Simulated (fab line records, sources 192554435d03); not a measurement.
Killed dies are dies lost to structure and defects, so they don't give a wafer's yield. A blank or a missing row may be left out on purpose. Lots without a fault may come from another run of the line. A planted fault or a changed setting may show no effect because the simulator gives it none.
Which tool did it? | flow n5_finfet | 11 lots, 32 wafers sampled, at 4 steps of a route of 1938

WHAT THE GAUGES READ, wafer by wafer
N5_BEOL_M14_OCD_MEAS_35. Usual: trench_depth_nm 560 nm, standard deviation 13.
lot  | measured     | on     | trench_depth_nm (nm) | flag
L590 | day 10 23:26 | ocd-01 | 568 550 554          |
L595 | day 11 23:15 | ocd-01 | 579 563 579          |
L591 | day 12 08:27 | ocd-01 | 559 554 558          |
L596 | day 12 23:05 | ocd-02 | 547 551 576          |
L602 | day 14 07:37 | ocd-01 | 539 552 539          |
L604 | day 15 01:54 | ocd-01 | 563 554 583          |
L606 | day 15 17:09 | ocd-01 | 571 555 567          |
L608 | day 15 22:53 | ocd-02 | 543 575 542          |
L609 | day 16 03:03 | ocd-02 | 561 569 565          |
L610 | day 16 07:23 | ocd-02 | 547 567              |
L613 | day 17 16:06 | ocd-01 | 585 578 565          |

N5_BEOL_M15_THK_MEAS_01. Usual: M15_ILD_THK 1628 nm, standard deviation 23.
lot  | measured     | on            | M15_ILD_THK (nm) | flag
L590 | day 11 02:22 | film_metro-02 | 1609 1615 1599   |
L595 | day 12 05:43 | film_metro-02 | 1619 1654 1655   |
L591 | day 12 11:24 | film_metro-02 | 1608 1672 1636   |
L596 | day 13 01:01 | film_metro-02 | 1643 1641 1649   |
L602 | day 14 12:00 | film_metro-02 | 1628 1628 1638   |
L604 | day 15 04:21 | film_metro-02 | 1585 1613 1582   |
L606 | day 15 20:32 | film_metro-02 | 1620 1629 1662   |
L608 | day 16 00:49 | film_metro-02 | 1638 1659 1649   |
L609 | day 16 06:13 | film_metro-01 | 1625 1643 1641   |
L610 | day 16 10:13 | film_metro-01 | 1648 1606        |
L613 | day 17 18:34 | film_metro-01 | 1610 1613 1625   |

WHICH TOOL RAN EACH LOT (tool, then ch and the chambers of the sampled wafers, then the start)
lot  | N5_BEOL_M14_ETCH_67                | N5_BEOL_M14_CMP_49
L590 | rie_diel-05 ch 0,1,2, day 10 22:52 | cmp-01 ch 0,2,3, day 11 01:38
L595 | rie_diel-01 ch 0,3, day 11 22:40   | cmp-04 ch 1,2, day 12 05:01
L591 | rie_diel-02 ch 0,3, day 12 07:52   | cmp-01 ch 0,1,2, day 12 10:44
L596 | rie_diel-05 ch 0,3, day 12 22:31   | cmp-01 ch 0,1, day 13 00:17
L602 | rie_diel-05 ch 1,3, day 14 07:02   | cmp-04 ch 1,3, day 14 11:16
L604 | rie_diel-01 ch 0,1,3, day 15 01:20 | cmp-01 ch 0,1,3, day 15 03:35
L606 | rie_diel-05 ch 1,2, day 15 16:34   | cmp-01 ch 1,2, day 15 19:47
L608 | rie_diel-05 ch 0,3, day 15 22:19   | cmp-02 ch 0,3, day 16 00:05
L609 | rie_diel-01 ch 0,2, day 16 02:29   | cmp-02 ch 1,2,3, day 16 05:26
L610 | rie_diel-01 ch 1,2, day 16 06:48   | cmp-01 ch 0,1, day 16 09:28
L613 | rie_diel-01 ch 0,2,3, day 17 15:32 | cmp-04 ch 0,1, day 17 17:50
- N5_BEOL_M14_ETCH_67: etches SiARC in CF4, target depth 143 nm, time 238.3 s.
- N5_BEOL_M14_CMP_49: polishes, stops on SiO2, t overpolish 5.2 s, target thk 560 nm.

WHAT THE TOOLS THEMSELVES READ (means of the sampled wafers that have a number; where no wafer has one, the mark that the record gives instead)
N5_BEOL_M14_ETCH_67. Usual: bias_w 35.98 W, standard deviation 0.12; drypump_motor_current_A 5.7 A, standard deviation 0.48; etch_rf_on_time_s 236 s, standard deviation 5.5; oes_product_au 0.72 a.u., standard deviation 0.071; rf_vpp_V 184.2 V, standard deviation 1.2; showerhead_plenum_p_Torr 2.16 Torr, standard deviation 0.063; throttle_valve_pct 15.59 %, standard deviation 0.14.
lot  | tool        | bias_w (W) | drypump_motor_current_A (A) | etch_rf_on_time_s (s) | oes_product_au (a.u.) | rf_vpp_V (V) | showerhead_plenum_p_Torr (Torr) | throttle_valve_pct (%) | flag
L590 | rie_diel-05 | 35.95      | 5.8                         | 232                   | 0.75                  | 184.1        | 2.12                            | 15.47                  |
L595 | rie_diel-01 | 35.95      | 5.8                         | 229                   | 0.76                  | 184.4        | 2.22                            | 15.59                  |
L591 | rie_diel-02 | 36.04      | 6.4                         | 234                   | 0.63                  | 183.5        | 2.10                            | 15.63                  |
L596 | rie_diel-05 | 36.04      | 5.5                         | 239                   | 0.72                  | 185.3        | 2.21                            | 15.55                  |
L602 | rie_diel-05 | 36.06      | 5.7                         | 245                   | 0.65                  | 184.6        | 2.21                            | 15.65                  |
L604 | rie_diel-01 | 35.90      | 6.0                         | 233                   | 0.74                  | 184.0        | 2.18                            | 15.66                  |
L606 | rie_diel-05 | 36.02      | 6.0                         | 234                   | 0.80                  | 183.0        | 2.11                            | 15.33                  |
L608 | rie_diel-05 | 36.18      | 5.5                         | 240                   | 0.69                  | 184.7        | 2.20                            | 15.60                  |
L609 | rie_diel-01 | 35.90      | 5.1                         | 235                   | 0.79                  | 184.5        | 2.20                            | 15.40                  |
L610 | rie_diel-01 | 35.86      | 5.7                         | 236                   | 0.79                  | 184.5        | 2.15                            | 15.53                  |
L613 | rie_diel-01 | 35.97      | 5.4                         | 230                   | 0.74                  | 184.6        | 2.20                            | 15.57                  |

N5_BEOL_M14_CMP_49. Usual: barrier_field_endpoint_s 11.27 s, standard deviation 0.23; motor_current_A 8.0 A, standard deviation 0.83; overpolish_run_s 5.201 s, standard deviation 0.01; pad_life_wafers 727, standard deviation 530; time_to_endpoint_s 121 s, standard deviation 4.
lot  | tool   | barrier_field_endpoint_s (s) | motor_current_A (A) | overpolish_run_s (s) | pad_life_wafers | time_to_endpoint_s (s) | flag
L590 | cmp-01 | 11.17                        | 8.3                 | 5.204                | 1976            | 120                    |
L595 | cmp-04 | 11.26                        | 8.3                 | 5.198                | 1897            | 122                    |
L591 | cmp-01 | 9.65                         | 8.3                 | 5.196                | 152             | 104                    | OFF
L596 | cmp-01 | 8.05                         | 8.1                 | 5.194                | 258             | 89                     | OFF
L602 | cmp-04 | 10.89                        | 8.1                 | 5.209                | 259             | 116                    |
L604 | cmp-01 | 11.30                        | 7.7                 | 5.197                | 643             | 122                    |
L606 | cmp-01 | 11.64                        | 7.9                 | 5.210                | 800             | 127                    |
L608 | cmp-02 | 11.52                        | 8.2                 | 5.192                | 972             | 125                    |
L609 | cmp-02 | 10.93                        | 7.9                 | 5.209                | 1034            | 116                    |
L610 | cmp-01 | 11.52                        | 7.8                 | 5.212                | 900             | 123                    |
L613 | cmp-04 | 11.39                        | 7.8                 | 5.208                | 926             | 122                    |

THE ANSWER, worked out from the rows above alone
Rule: a lot is off if the mean of its wafers that have a number lies more than 3 standard deviations from the usual mean. A lot without any number at a reading at which 4 lots or more have one is off too. The other lots that the step has rows for count as sound. The gauges are gone through in route order, then the tools' own readings, and for those a lot's mean is taken as printed above. The first step at which some lot is off is used, and at that step the reading that is off furthest; a lot without a number counts as furthest.
Off: L591, L596, at N5_BEOL_M14_CMP_49 (barrier_field_endpoint_s).
A tool fits if, at that step or a process step before it, it ran every lot that is off, and no sound lot after the first of them. None of those tried fits.

WHAT THE SIMULATOR HAD PUT IN
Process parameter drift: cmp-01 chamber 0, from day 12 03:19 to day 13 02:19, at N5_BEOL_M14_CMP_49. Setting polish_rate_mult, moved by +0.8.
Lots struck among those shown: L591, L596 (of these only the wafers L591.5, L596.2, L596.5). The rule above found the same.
